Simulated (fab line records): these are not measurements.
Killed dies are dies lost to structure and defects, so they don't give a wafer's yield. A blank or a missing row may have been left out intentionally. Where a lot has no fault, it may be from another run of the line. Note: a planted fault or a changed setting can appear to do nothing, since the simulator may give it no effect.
fab line records || flow nandHarc
record: {"lots": 6, "wafers": 18, "lastDay": 24}
route steps=1159 shown A_SOURCE_PLATE@416 A_ONON_D1@424
lots with no fault: from the same line, run without faults
startH: hours from the record's first day to the start of the lot's first wafer shown || waitH: how many hours have passed since the lot's step before this one || " as in the row above || L1.1+2: one row covering several wafers at once || - either no value or no given start || * or withheld: withheld || < > ~ a bound
route shown NAME@n: NAME is a module with steps in the file, n the number in the route of the first one || usual: average and standard deviation across the fault-free wafers || same: alike in all rows || chamber/n: place in a boat || sites: readings site by site || _std_site: how widely they spread, as a standard deviation || _edge_site: inner sites' mean taken away from outer sites' mean || radiusMm: how far each site lies from the wafer's centre || mask NAME#n: copy n || behind: tool/chamber where the wafer was last shaped || hold: why the lot went on hold/how many hours it stayed there/how the hold came to an end || device: whichever transistor did not switch (one of n, p or np) || end of line: the same wafers' tests at the end of the route || step lacking rows: just its recipe || killed: at the first sort, the dies lost to defects and structure; wafer yield is something else || map: per-die view of a wafer (x killed, . not killed, _ where there is no die)
set.NAME: the setting the step ran with; set.NAME@STEP: the setting that earlier step ran with || model.NAME: the simulator's own value behind a step, which no gauge read
lots at some steps of the route; a table a step, a row a wafer
services: when a tool's chamber went out of use (startH, in hours from the record's first day, below 0 if earlier), for how many hours, and the reason
== steps ==
step: NHARC_A_SOURCE_PLATE_THK_MEAS_09
recipe: {"thkMeasGauge": "ellipsometry"}
usual: {"thkNm": "9.8/0.96"}
{"lot.wafer": "L111.1", "tool": "filmMetro-01", "chamber": "-", "startH": 137.09, "waitH": 0.4, "thkNm": 8.9}
{"lot.wafer": "L111.2", "tool": "filmMetro-01", "chamber": "-", "startH": 137.09, "waitH": 0.4, "thkNm": 9.1}
{"lot.wafer": "L111.3", "tool": "filmMetro-01", "chamber": "-", "startH": 137.09, "waitH": 0.4, "thkNm": 11.3}
{"lot.wafer": "L113.3", "tool": "filmMetro-01", "chamber": "-", "startH": 153.85, "waitH": 0.4, "thkNm": 10.0}
{"lot.wafer": "L113.4", "tool": "filmMetro-01", "chamber": "-", "startH": 153.85, "waitH": 0.4, "thkNm": 10.4}
{"lot.wafer": "L113.5", "tool": "filmMetro-01", "chamber": "-", "startH": 153.85, "waitH": 0.4, "thkNm": 9.2}
{"lot.wafer": "L122.2", "tool": "filmMetro-01", "chamber": "-", "startH": 214.13, "waitH": 0.4, "thkNm": 11.9}
{"lot.wafer": "L122.3", "tool": "filmMetro-01", "chamber": "-", "startH": 214.13, "waitH": 0.4, "thkNm": 9.9}
{"lot.wafer": "L122.5", "tool": "filmMetro-01", "chamber": "-", "startH": 214.13, "waitH": 0.4, "thkNm": 9.2}
{"lot.wafer": "L123.3", "tool": "filmMetro-02", "chamber": "-", "startH": 221.30, "waitH": 0.4, "thkNm": 9.9}
{"lot.wafer": "L123.5", "tool": "filmMetro-02", "chamber": "-", "startH": 221.30, "waitH": 0.4, "thkNm": 9.4}
{"lot.wafer": "L123.6", "tool": "filmMetro-02", "chamber": "-", "startH": 221.30, "waitH": 0.4, "thkNm": 8.9}
{"lot.wafer": "L132.4", "tool": "filmMetro-02", "chamber": "-", "startH": 266.84, "waitH": 0.4, "thkNm": 10.7}
{"lot.wafer": "L132.5", "tool": "filmMetro-02", "chamber": "-", "startH": 266.84, "waitH": 0.4, "thkNm": 8.3}
{"lot.wafer": "L132.6", "tool": "filmMetro-02", "chamber": "-", "startH": 266.84, "waitH": 0.4, "thkNm": 10.1}
{"lot.wafer": "L134.2", "tool": "filmMetro-02", "chamber": "-", "startH": 281.88, "waitH": 0.4, "thkNm": 11.3}
{"lot.wafer": "L134.4", "tool": "filmMetro-02", "chamber": "-", "startH": 281.88, "waitH": 0.4, "thkNm": 9.6}
{"lot.wafer": "L134.6", "tool": "filmMetro-02", "chamber": "-", "startH": 281.88, "waitH": 0.4, "thkNm": 11.5}
step: NHARC_A_SOURCE_PLATE_PVD_04
recipe: {"targetThkA": 500, "material": "WSi2"}
step: NHARC_A_SOURCE_PLATE_CVD_03
recipe: {"targetThkA": 2000, "tempC": 620, "pressureMtorr": 200, "timeS": 4000, "material": "poly-Si"}
step: NHARC_A_SOURCE_PLATE_ANNEAL_05
recipe: {"tempC": 850, "timeS": 1800}
step: NHARC_A_SOURCE_PLATE_THK_MEAS_06
recipe: {"thkMeasGauge": "ellipsometry"}
usual: {"thkNm": "199.1/2.3"}
{"lot.wafer": "L111.1", "tool": "filmMetro-01", "chamber": "-", "startH": 150.18, "waitH": 0.4, "thkNm": 200.0}
{"lot.wafer": "L111.2", "tool": "filmMetro-01", "chamber": "-", "startH": 150.18, "waitH": 0.4, "thkNm": 200.7}
{"lot.wafer": "L111.3", "tool": "filmMetro-01", "chamber": "-", "startH": 150.18, "waitH": 0.4, "thkNm": 201.5}
{"lot.wafer": "L113.3", "tool": "filmMetro-02", "chamber": "-", "startH": 167.89, "waitH": 0.4, "thkNm": 202.9}
{"lot.wafer": "L113.4", "tool": "filmMetro-02", "chamber": "-", "startH": 167.89, "waitH": 0.4, "thkNm": 199.9}
{"lot.wafer": "L113.5", "tool": "filmMetro-02", "chamber": "-", "startH": 167.89, "waitH": 0.4, "thkNm": 201.7}
{"lot.wafer": "L122.2", "tool": "filmMetro-02", "chamber": "-", "startH": 227.52, "waitH": 0.4, "thkNm": 198.7}
{"lot.wafer": "L122.3", "tool": "filmMetro-02", "chamber": "-", "startH": 227.52, "waitH": 0.4, "thkNm": 198.5}
{"lot.wafer": "L122.5", "tool": "filmMetro-02", "chamber": "-", "startH": 227.52, "waitH": 0.4, "thkNm": 199.0}
{"lot.wafer": "L123.3", "tool": "filmMetro-01", "chamber": "-", "startH": 234.37, "waitH": 0.4, "thkNm": 199.1}
{"lot.wafer": "L123.5", "tool": "filmMetro-01", "chamber": "-", "startH": 234.37, "waitH": 0.4, "thkNm": 200.7}
{"lot.wafer": "L123.6", "tool": "filmMetro-01", "chamber": "-", "startH": 234.37, "waitH": 0.4, "thkNm": 201.5}
{"lot.wafer": "L132.4", "tool": "filmMetro-01", "chamber": "-", "startH": 279.84, "waitH": 0.4, "thkNm": 202.0}
{"lot.wafer": "L132.5", "tool": "filmMetro-01", "chamber": "-", "startH": 279.84, "waitH": 0.4, "thkNm": 204.9}
{"lot.wafer": "L132.6", "tool": "filmMetro-01", "chamber": "-", "startH": 279.84, "waitH": 0.4, "thkNm": 199.8}
{"lot.wafer": "L134.2", "tool": "filmMetro-01", "chamber": "-", "startH": 296.11, "waitH": 0.4, "thkNm": 198.9}
{"lot.wafer": "L134.4", "tool": "filmMetro-01", "chamber": "-", "startH": 296.11, "waitH": 0.4, "thkNm": 197.3}
{"lot.wafer": "L134.6", "tool": "filmMetro-01", "chamber": "-", "startH": 296.11, "waitH": 0.4, "thkNm": 197.7}
step: NHARC_A_SOURCE_PLATE_INSPECT_08
usual: {"rawDefectCount": "62/28"}
{"lot.wafer": "L111.1", "tool": "defectInspect-01", "chamber": "-", "startH": 150.25, "waitH": 0.0, "rawDefectCount": 53}
{"lot.wafer": "L111.2", "tool": "defectInspect-01", "chamber": "-", "startH": 150.25, "waitH": 0.0, "rawDefectCount": 64}
{"lot.wafer": "L111.3", "tool": "defectInspect-01", "chamber": "-", "startH": 150.25, "waitH": 0.0, "rawDefectCount": 53}
{"lot.wafer": "L113.3", "tool": "defectInspect-01", "chamber": "-", "startH": 167.95, "waitH": 0.0, "rawDefectCount": 56}
{"lot.wafer": "L113.4", "tool": "defectInspect-01", "chamber": "-", "startH": 167.95, "waitH": 0.0, "rawDefectCount": 46}
{"lot.wafer": "L113.5", "tool": "defectInspect-01", "chamber": "-", "startH": 167.95, "waitH": 0.0, "rawDefectCount": 55}
{"lot.wafer": "L122.2", "tool": "defectInspect-01", "chamber": "-", "startH": 227.62, "waitH": 0.0, "rawDefectCount": 49}
{"lot.wafer": "L122.3", "tool": "defectInspect-01", "chamber": "-", "startH": 227.62, "waitH": 0.0, "rawDefectCount": 73}
{"lot.wafer": "L122.5", "tool": "defectInspect-01", "chamber": "-", "startH": 227.62, "waitH": 0.0, "rawDefectCount": 41}
{"lot.wafer": "L123.3", "tool": "defectInspect-01", "chamber": "-", "startH": 234.44, "waitH": 0.0, "rawDefectCount": 45}
{"lot.wafer": "L123.5", "tool": "defectInspect-01", "chamber": "-", "startH": 234.44, "waitH": 0.0, "rawDefectCount": 37}
{"lot.wafer": "L123.6", "tool": "defectInspect-01", "chamber": "-", "startH": 234.44, "waitH": 0.0, "rawDefectCount": 53}
{"lot.wafer": "L132.4", "tool": "defectInspect-01", "chamber": "-", "startH": 279.93, "waitH": 0.0, "rawDefectCount": 84}
{"lot.wafer": "L132.5", "tool": "defectInspect-01", "chamber": "-", "startH": 279.93, "waitH": 0.0, "rawDefectCount": 52}
{"lot.wafer": "L132.6", "tool": "defectInspect-01", "chamber": "-", "startH": 279.93, "waitH": 0.0, "rawDefectCount": 56}
{"lot.wafer": "L134.2", "tool": "defectInspect-02", "chamber": "-", "startH": 296.22, "waitH": 0.0, "rawDefectCount": 84}
{"lot.wafer": "L134.4", "tool": "defectInspect-02", "chamber": "-", "startH": 296.22, "waitH": 0.0, "rawDefectCount": 33}
{"lot.wafer": "L134.6", "tool": "defectInspect-02", "chamber": "-", "startH": 296.22, "waitH": 0.0, "rawDefectCount": 93}
step: NHARC_A_ONON_D1_DEP_00
recipe: {"targetThkA": 10000, "n2FlowSccm": 2750, "n2oFlowSccm": 2000, "nh3FlowSccm": 500, "sih4FlowSccm": 210, "tempC": 400}
step: NHARC_A_ONON_D1_THK_MEAS_02
recipe: {"thkMeasGauge": "ellipsometry"}
usual: {"thkNm": "1003/12"}
{"lot.wafer": "L111.1", "tool": "filmMetro-01", "chamber": "-", "startH": 151.15, "waitH": "-", "thkNm": 992}
{"lot.wafer": "L111.2", "tool": "filmMetro-01", "chamber": "-", "startH": 151.15, "waitH": "-", "thkNm": 994}
{"lot.wafer": "L111.3", "tool": "filmMetro-01", "chamber": "-", "startH": 151.15, "waitH": "-", "thkNm": 994}
{"lot.wafer": "L113.3", "tool": "filmMetro-01", "chamber": "-", "startH": 168.52, "waitH": "-", "thkNm": 1010}
{"lot.wafer": "L113.4", "tool": "filmMetro-01", "chamber": "-", "startH": 168.52, "waitH": "-", "thkNm": 1007}
{"lot.wafer": "L113.5", "tool": "filmMetro-01", "chamber": "-", "startH": 168.52, "waitH": "-", "thkNm": 1008}
{"lot.wafer": "L122.2", "tool": "filmMetro-01", "chamber": "-", "startH": 228.20, "waitH": "-", "thkNm": 985}
{"lot.wafer": "L122.3", "tool": "filmMetro-01", "chamber": "-", "startH": 228.20, "waitH": "-", "thkNm": 983}
{"lot.wafer": "L122.5", "tool": "filmMetro-01", "chamber": "-", "startH": 228.20, "waitH": "-", "thkNm": 981}
{"lot.wafer": "L123.3", "tool": "filmMetro-01", "chamber": "-", "startH": 235.01, "waitH": "-", "thkNm": 979}
{"lot.wafer": "L123.5", "tool": "filmMetro-01", "chamber": "-", "startH": 235.01, "waitH": "-", "thkNm": 980}
{"lot.wafer": "L123.6", "tool": "filmMetro-01", "chamber": "-", "startH": 235.01, "waitH": "-", "thkNm": 981}
{"lot.wafer": "L132.4", "tool": "filmMetro-02", "chamber": "-", "startH": 280.50, "waitH": "-", "thkNm": 1007}
{"lot.wafer": "L132.5", "tool": "filmMetro-02", "chamber": "-", "startH": 280.50, "waitH": "-", "thkNm": 1006}
{"lot.wafer": "L132.6", "tool": "filmMetro-02", "chamber": "-", "startH": 280.50, "waitH": "-", "thkNm": 1006}
{"lot.wafer": "L134.2", "tool": "filmMetro-01", "chamber": "-", "startH": 296.80, "waitH": "-", "thkNm": 1019}
{"lot.wafer": "L134.4", "tool": "filmMetro-01", "chamber": "-", "startH": 296.80, "waitH": "-", "thkNm": 1021}
{"lot.wafer": "L134.6", "tool": "filmMetro-01", "chamber": "-", "startH": 296.80, "waitH": "-", "thkNm": 1019}
step: NHARC_A_ONON_D1_DEP_03
recipe: {"targetThkA": 10000, "n2FlowSccm": 2750, "n2oFlowSccm": 2000, "nh3FlowSccm": 500, "sih4FlowSccm": 210, "tempC": 400}
step: NHARC_A_ONON_D1_THK_MEAS_05
recipe: {"thkMeasGauge": "ellipsometry"}
usual: {"thkNm": "1001/9.1"}
{"lot.wafer": "L111.1", "tool": "filmMetro-02", "chamber": "-", "startH": 151.72, "waitH": "-", "thkNm": 1005}
{"lot.wafer": "L111.2", "tool": "filmMetro-02", "chamber": "-", "startH": 151.72, "waitH": "-", "thkNm": 1004}
{"lot.wafer": "L111.3", "tool": "filmMetro-02", "chamber": "-", "startH": 151.72, "waitH": "-", "thkNm": 1004}
{"lot.wafer": "L113.3", "tool": "filmMetro-01", "chamber": "-", "startH": 169.09, "waitH": "-", "thkNm": 1013}
{"lot.wafer": "L113.4", "tool": "filmMetro-01", "chamber": "-", "startH": 169.09, "waitH": "-", "thkNm": 1013}
{"lot.wafer": "L113.5", "tool": "filmMetro-01", "chamber": "-", "startH": 169.09, "waitH": "-", "thkNm": 1015}
{"lot.wafer": "L122.2", "tool": "filmMetro-01", "chamber": "-", "startH": 228.77, "waitH": "-", "thkNm": 1012}
{"lot.wafer": "L122.3", "tool": "filmMetro-01", "chamber": "-", "startH": 228.77, "waitH": "-", "thkNm": 1011}
{"lot.wafer": "L122.5", "tool": "filmMetro-01", "chamber": "-", "startH": 228.77, "waitH": "-", "thkNm": 1012}
{"lot.wafer": "L123.3", "tool": "filmMetro-01", "chamber": "-", "startH": 235.57, "waitH": "-", "thkNm": 992}
{"lot.wafer": "L123.5", "tool": "filmMetro-01", "chamber": "-", "startH": 235.57, "waitH": "-", "thkNm": 992}
{"lot.wafer": "L123.6", "tool": "filmMetro-01", "chamber": "-", "startH": 235.57, "waitH": "-", "thkNm": 991}
{"lot.wafer": "L132.4", "tool": "filmMetro-01", "chamber": "-", "startH": 281.07, "waitH": "-", "thkNm": 1003}
{"lot.wafer": "L132.5", "tool": "filmMetro-01", "chamber": "-", "startH": 281.07, "waitH": "-", "thkNm": 1001}
{"lot.wafer": "L132.6", "tool": "filmMetro-01", "chamber": "-", "startH": 281.07, "waitH": "-", "thkNm": 1002}
{"lot.wafer": "L134.2", "tool": "filmMetro-02", "chamber": "-", "startH": 297.37, "waitH": "-", "thkNm": 1000}
{"lot.wafer": "L134.4", "tool": "filmMetro-02", "chamber": "-", "startH": 297.37, "waitH": "-", "thkNm": 1000}
{"lot.wafer": "L134.6", "tool": "filmMetro-02", "chamber": "-", "startH": 297.37, "waitH": "-", "thkNm": 1000}
step: NHARC_A_ONON_D1_DEP_06
recipe: {"targetThkA": 10000, "n2FlowSccm": 2750, "n2oFlowSccm": 2000, "nh3FlowSccm": 500, "sih4FlowSccm": 210, "tempC": 400}
{"lot.wafer": "L111.1+2+3", "tool": "pecvdOnon-04", "chamber": 0, "startH": 151.78, "waitH": 0.1}
{"lot.wafer": "L113.3+4+5", "tool": "pecvdOnon-01", "chamber": 0, "startH": 169.26, "waitH": 0.2}
{"lot.wafer": "L122.2+3+5", "tool": "pecvdOnon-01", "chamber": 0, "startH": 228.88, "waitH": 0.1}
{"lot.wafer": "L123.3+5+6", "tool": "pecvdOnon-01", "chamber": 0, "startH": 235.74, "waitH": 0.2}
{"lot.wafer": "L132.4+5+6", "tool": "pecvdOnon-02", "chamber": 0, "startH": 281.30, "waitH": 0.2}
{"lot.wafer": "L134.2+4+6", "tool": "pecvdOnon-04", "chamber": 0, "startH": 297.48, "waitH": 0.1}
step: NHARC_A_ONON_D1_THK_MEAS_08
recipe: {"thkMeasGauge": "ellipsometry"}
usual: {"thkNm": "999/10"}
{"lot.wafer": "L111.1", "tool": "filmMetro-01", "chamber": "-", "startH": 152.28, "waitH": "-", "thkNm": 997}
{"lot.wafer": "L111.2", "tool": "filmMetro-01", "chamber": "-", "startH": 152.28, "waitH": "-", "thkNm": 997}
{"lot.wafer": "L111.3", "tool": "filmMetro-01", "chamber": "-", "startH": 152.28, "waitH": "-", "thkNm": 996}
{"lot.wafer": "L113.3", "tool": "filmMetro-01", "chamber": "-", "startH": 169.66, "waitH": "-", "thkNm": 1027}
{"lot.wafer": "L113.4", "tool": "filmMetro-01", "chamber": "-", "startH": 169.66, "waitH": "-", "thkNm": 1026}
{"lot.wafer": "L113.5", "tool": "filmMetro-01", "chamber": "-", "startH": 169.66, "waitH": "-", "thkNm": 1027}
{"lot.wafer": "L122.2", "tool": "filmMetro-01", "chamber": "-", "startH": 229.34, "waitH": "-", "thkNm": 1054}
{"lot.wafer": "L122.3", "tool": "filmMetro-01", "chamber": "-", "startH": 229.34, "waitH": "-", "thkNm": 1053}
{"lot.wafer": "L122.5", "tool": "filmMetro-01", "chamber": "-", "startH": 229.34, "waitH": "-", "thkNm": 1054}
{"lot.wafer": "L123.3", "tool": "filmMetro-01", "chamber": "-", "startH": 236.14, "waitH": "-", "thkNm": 1069}
{"lot.wafer": "L123.5", "tool": "filmMetro-01", "chamber": "-", "startH": 236.14, "waitH": "-", "thkNm": 1070}
{"lot.wafer": "L123.6", "tool": "filmMetro-01", "chamber": "-", "startH": 236.14, "waitH": "-", "thkNm": 1007}
{"lot.wafer": "L132.4", "tool": "filmMetro-01", "chamber": "-", "startH": 281.64, "waitH": "-", "thkNm": 997}
{"lot.wafer": "L132.5", "tool": "filmMetro-01", "chamber": "-", "startH": 281.64, "waitH": "-", "thkNm": 996}
{"lot.wafer": "L132.6", "tool": "filmMetro-01", "chamber": "-", "startH": 281.64, "waitH": "-", "thkNm": 998}
{"lot.wafer": "L134.2", "tool": "filmMetro-01", "chamber": "-", "startH": 297.93, "waitH": "-", "thkNm": 992}
{"lot.wafer": "L134.4", "tool": "filmMetro-01", "chamber": "-", "startH": 297.93, "waitH": "-", "thkNm": 991}
{"lot.wafer": "L134.6", "tool": "filmMetro-01", "chamber": "-", "startH": 297.93, "waitH": "-", "thkNm": 991}
step: NHARC_A_ONON_D1_DEP_09
recipe: {"targetThkA": 10000, "n2FlowSccm": 2750, "n2oFlowSccm": 2000, "nh3FlowSccm": 500, "sih4FlowSccm": 210, "tempC": 400}
== services ==
{"tool": "pecvdOnon-01", "chamber": "-", "startH": 143.89, "hours": 3.4, "kind": "repair"}
{"tool": "pecvdOnon-01", "chamber": "-", "startH": 195.00, "hours": 13.0, "kind": "pm"}
{"tool": "pecvdOnon-02", "chamber": "-", "startH": 215.57, "hours": 1.4, "kind": "repair"}
{"tool": "pecvdOnon-04", "chamber": "-", "startH": 237.49, "hours": 13.0, "kind": "pm"}
{"tool": "pecvdOnon-02", "chamber": "-", "startH": 292.58, "hours": 13.0, "kind": "pm"}
== key ==
firstSign: {"step": "NHARC_A_ONON_D1_THK_MEAS_08", "reading": "thkNm", "direction": "up", "sigmas": 6.1, "usual": 999, "struck": 1060}
effect none on later readings
metAt NHARC_A_ONON_D1_DEP_06
struckWafers L122.2,L122.3,L122.5,L123.3,L123.5
sortLeftOut L122.2,L122.3,L122.5,L123.3,L123.5
testerLeftOut L122,L123
onsetBetween 169.26 228.88
fault: {"kind": "processParameterDrift", "tool": "pecvdOnon-01", "chamber": "-", "onsetH": 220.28, "steps": "NHARC_A_ONON_D1_DEP_06", "channel": "targetThkA", "offset": "*", "shape": "step", "endH": 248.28, "scope": "struckWafersOnly", "actsIn": "*", "stated": "*"}
testerLeftOut: of these lots the tester's yield and bins aren't shown, on N5 and GAA mostly nor the transistor test; their killed dies are dies lost to structure and defects alone, not to doping, threshold or leakage, so they don't give the yield
sortLeftOut: the simulated sort isn't trusted on such a fault, so these wafers' sort isn't shown, and their yield isn't known
